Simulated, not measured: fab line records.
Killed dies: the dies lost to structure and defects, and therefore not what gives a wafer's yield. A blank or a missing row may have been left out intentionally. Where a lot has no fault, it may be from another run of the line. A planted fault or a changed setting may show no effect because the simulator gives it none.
Chamber matching ; flow n5Finfet ; 4 sister chambers for N5_HKMG_FIN_HK_ALD_01 on aldHk-03
The step deposits HfO2, target thk 1.6 nm, pulse time 3 s, purge time 3 s. 4 wafers are shown with their chamber, then 9 later ones without.

## WAFERS WITH THEIR CHAMBER
wafer;chamber;precursorPulseHeightRel
L533.3;2;0.984
L539.1;3;1.035
L539.5;0;1.000
L539.6;1;1.022

## WAFERS WHOSE CHAMBER IS MISSING
wafer;precursorPulseHeightRel
L540.1;1.019
L540.3;0.981
L540.4;0.993
L541.2;1.007
L541.4;0.935
L541.5;0.982
L542.1;1.025
L542.3;1.005
L542.6;1.006

## THE CHAMBER EACH PASSED THROUGH
wafer;from the rows above;in truth
L540.1;can't be placed: 1 or 3 or 0 or 2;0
L540.3;can't be placed: 2 or 0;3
L540.4;can't be placed: 0 or 2 or 1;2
L541.2;can't be placed: 0 or 1 or 2 or 3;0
L541.4;can't be placed: 2 or 0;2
L541.5;can't be placed: 2 or 0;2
L542.1;can't be placed: 1 or 3 or 0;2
L542.3;can't be placed: 0 or 1 or 2 or 3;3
L542.6;can't be placed: 0 or 1 or 2 or 3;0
Placed correctly: 0 of 9. Can't be placed from these rows: 9 (the true chamber is among the candidates in 7). Number placed wrongly: 0.
How it was worked out, from the rows above alone: a wafer's distance from a chamber is the root of the sum, over the readings, of the square of ((its reading less the chamber's mean) divided by the reading's scatter). If the next closest chamber is less than 2 further off than the closest, the wafer can't be placed; otherwise it belongs to the closest. Each chamber's mean is taken over the wafers shown for it. The scatter: with one shown wafer a chamber, the root of the mean of the squares of how far each hidden wafer lies from its nearest shown one.
